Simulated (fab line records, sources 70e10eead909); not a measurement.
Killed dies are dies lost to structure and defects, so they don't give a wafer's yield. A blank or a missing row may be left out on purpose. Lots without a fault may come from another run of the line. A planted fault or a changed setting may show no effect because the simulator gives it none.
Which tool did it? | flow nand_harc | 15 lots, 43 wafers sampled, at 4 steps of a route of 1302

WHAT THE GAUGES READ, wafer by wafer
NHARC_A_ONON_D2_THK_MEAS_05: measures by ellipsometry.
lot  | measured     | on            | thk_nm (nm)
L996 | day 13 17:40 | film_metro-01 | 992 992 992
L997 | day 13 17:47 | film_metro-02 | 993 994 994
L998 | day 13 17:25 | film_metro-02 | 989 991 992
L100 | day 14 08:20 | film_metro-01 | 998 999 998
L101 | day 14 15:19 | film_metro-02 | 1007 1007 1009
L102 | day 14 15:19 | film_metro-01 | 1008 1006 1007
L104 | day 15 18:32 | film_metro-01 | 1019 1020 1020
L105 | day 16 06:01 | film_metro-01 | 983 982 982
L106 | day 17 02:07 | film_metro-01 | 996 635 997
L107 | day 17 05:46 | film_metro-01 | 999 636
L109 | day 17 12:59 | film_metro-01 | 632 993
L116 | day 20 12:41 | film_metro-01 | 1006 1007 1007
L117 | day 21 12:43 | film_metro-02 | 976 977 978
L118 | day 21 23:53 | film_metro-02 | 1004 1004 1006
L119 | day 22 05:32 | film_metro-02 | 1013 1013 1014

WHICH TOOL RAN EACH LOT (tool, then ch and the chambers of the sampled wafers, then the start)
lot  | NHARC_A_CHANNEL_FILL_D1_STRIP_28   | NHARC_A_DECK1_JOINT_CMP_02    | NHARC_A_ONON_D2_DEP_03
L996 | rie_diel-10 ch 0,2,3, day 10 11:24 | cmp-03 ch 0,2,3, day 13 15:31 | pecvd_onon-04 ch 0, day 13 17:09
L997 | rie_diel-01 ch 0,2,3, day 10 11:24 | cmp-04 ch 0,2,3, day 13 15:31 | pecvd_onon-02 ch 0, day 13 17:15
L998 | rie_diel-01 ch 0,1,3, day 11 05:58 | cmp-02 ch 0,1,3, day 13 15:32 | pecvd_onon-02 ch 0, day 13 16:53
L100 | rie_diel-10 ch 0,2, day 11 20:23   | cmp-02 ch 0,1,3, day 14 06:05 | pecvd_onon-01 ch 0, day 14 07:52
L101 | rie_diel-01 ch 0,1, day 12 05:46   | cmp-04 ch 0,3, day 14 13:28   | pecvd_onon-01 ch 0, day 14 14:55
L102 | rie_diel-11 ch 2,3, day 12 05:46   | cmp-02 ch 0,1,2, day 14 13:31 | pecvd_onon-04 ch 0, day 14 14:59
L104 | rie_diel-01 ch 2,3, day 13 05:23   | cmp-02 ch 0,1,2, day 15 16:41 | pecvd_onon-04 ch 0, day 15 18:05
L105 | rie_diel-10 ch 1,2,3, day 13 21:06 | cmp-03 ch 1,2, day 16 04:10   | pecvd_onon-04 ch 0, day 16 05:30
L106 | rie_diel-11 ch 0,1,3, day 14 04:14 | cmp-02 ch 1,3, day 17 00:16   | pecvd_onon-04 ch 0, day 17 01:40
L107 | rie_diel-10 ch 1,2, day 14 14:58   | cmp-02 ch 0,2, day 17 03:52   | pecvd_onon-04 ch 0, day 17 05:18
L109 | rie_diel-01 ch 1,2, day 14 23:40   | cmp-02 ch 1,3, day 17 11:10   | pecvd_onon-04 ch 0, day 17 12:29
L116 | rie_diel-01 ch 1,2, day 17 22:41   | cmp-02 ch 0,3, day 20 10:48   | pecvd_onon-02 ch 0, day 20 12:17
L117 | rie_diel-11 ch 1,2, day 18 18:04   | cmp-03 ch 1,2, day 21 10:50   | pecvd_onon-02 ch 0, day 21 12:11
L118 | rie_diel-01 ch 0,1,3, day 19 08:56 | cmp-03 ch 1,3, day 21 22:02   | pecvd_onon-02 ch 0, day 21 23:23
L119 | rie_diel-01 ch 1,2,3, day 19 18:39 | cmp-04 ch 0,1,3, day 22 03:36 | pecvd_onon-04 ch 0, day 22 05:05
- NHARC_A_CHANNEL_FILL_D1_STRIP_28: strips in O2, time 20 s.
- NHARC_A_DECK1_JOINT_CMP_02: polishes SiOx.
- NHARC_A_ONON_D2_DEP_03: target thk 1000 nm.

WHAT THE TOOLS THEMSELVES READ (means of the sampled wafers that have a number; where no wafer has one, the mark that the record gives instead)
NHARC_A_CHANNEL_FILL_D1_STRIP_28.
lot  | tool        | drypump_motor_current_A (A) | oes_product_au (a.u.) | rf_vpp_V (V) | showerhead_plenum_p_Torr (Torr) | throttle_valve_pct (%)
L996 | rie_diel-10 | 6.2                         | 1.003                 | 57.3         | 3.51                            | 17.027
L997 | rie_diel-01 | 5.9                         | 0.998                 | 58.6         | 3.55                            | 17.028
L998 | rie_diel-01 | 6.1                         | 1.002                 | 58.0         | 3.60                            | 17.039
L100 | rie_diel-10 | 5.9                         | 0.996                 | 57.4         | 3.53                            | 17.038
L101 | rie_diel-01 | 5.8                         | 1.001                 | 58.1         | 3.53                            | 17.027
L102 | rie_diel-11 | 6.3                         | 0.996                 | 57.3         | 3.55                            | 17.039
L104 | rie_diel-01 | 6.3                         | 1.008                 | 58.0         | 3.62                            | 17.044
L105 | rie_diel-10 | 6.2                         | 1.002                 | 57.2         | 3.59                            | 17.035
L106 | rie_diel-11 | 6.1                         | 1.002                 | 58.6         | 3.57                            | 17.026
L107 | rie_diel-10 | 6.0                         | 1.006                 | 59.0         | 3.66                            | 17.042
L109 | rie_diel-01 | 6.1                         | 1.000                 | 57.7         | 3.38                            | 17.035
L116 | rie_diel-01 | 6.0                         | 0.997                 | 57.1         | 3.36                            | 17.038
L117 | rie_diel-11 | 6.4                         | 0.998                 | 56.9         | 3.49                            | 17.036
L118 | rie_diel-01 | 6.1                         | 1.005                 | 58.8         | 3.59                            | 17.038
L119 | rie_diel-01 | 6.3                         | 0.999                 | 57.8         | 3.51                            | 17.041

NHARC_A_DECK1_JOINT_CMP_02.
lot  | tool   | motor_current_A (A)
L996 | cmp-03 | 11.3
L997 | cmp-04 | 11.8
L998 | cmp-02 | 12.0
L100 | cmp-02 | 12.0
L101 | cmp-04 | 11.8
L102 | cmp-02 | 11.1
L104 | cmp-02 | 11.4
L105 | cmp-03 | 11.0
L106 | cmp-02 | 11.4
L107 | cmp-02 | 11.6
L109 | cmp-02 | 11.2
L116 | cmp-02 | 12.6
L117 | cmp-03 | 11.3
L118 | cmp-03 | 11.8
L119 | cmp-04 | 11.4

NHARC_A_ONON_D2_DEP_03.
lot  | tool          | nh3_flow_sccm (sccm)
L996 | pecvd_onon-04 | 502.7
L997 | pecvd_onon-02 | 498.4
L998 | pecvd_onon-02 | 500.2
L100 | pecvd_onon-01 | 497.9
L101 | pecvd_onon-01 | 500.9
L102 | pecvd_onon-04 | 498.7
L104 | pecvd_onon-04 | 499.1
L105 | pecvd_onon-04 | 500.1
L106 | pecvd_onon-04 | 499.5
L107 | pecvd_onon-04 | 499.8
L109 | pecvd_onon-04 | 499.5
L116 | pecvd_onon-02 | 499.0
L117 | pecvd_onon-02 | 501.4
L118 | pecvd_onon-02 | 500.3
L119 | pecvd_onon-04 | 500.7

THE ANSWER, worked out from the rows above alone
Rule: what is usual is taken from the lots themselves. Put in order of their means at a reading, lots are off if they are a third of the lots or fewer, leave a main group of 4 or more, and stand apart from it by a gap of 3 or more times the standard deviation of the main group's means; of several such gaps the widest counts. A main group whose means are all the same, to the digits that the tables above print for the reading, isn't used. A lot without any number at a reading at which 4 lots or more have one is off too. The other lots that the step has rows for count as sound. The gauges are gone through in route order, then the tools' own readings, and for those a lot's mean is taken as printed above. The first step at which some lot is off is used, and at that step the reading that is off furthest; a lot without a number counts as furthest.
Off: L106, L107, L109, at NHARC_A_ONON_D2_THK_MEAS_05 (thk_nm). The main group: mean 999 nm, standard deviation 12.
A tool fits if, at a process step before that reading, it ran every lot that is off, and no sound lot after the first of them. The gauges at NHARC_A_ONON_D2_THK_MEAS_05 are tried like those tools. None of those tried fits.

WHAT THE SIMULATOR HAD PUT IN
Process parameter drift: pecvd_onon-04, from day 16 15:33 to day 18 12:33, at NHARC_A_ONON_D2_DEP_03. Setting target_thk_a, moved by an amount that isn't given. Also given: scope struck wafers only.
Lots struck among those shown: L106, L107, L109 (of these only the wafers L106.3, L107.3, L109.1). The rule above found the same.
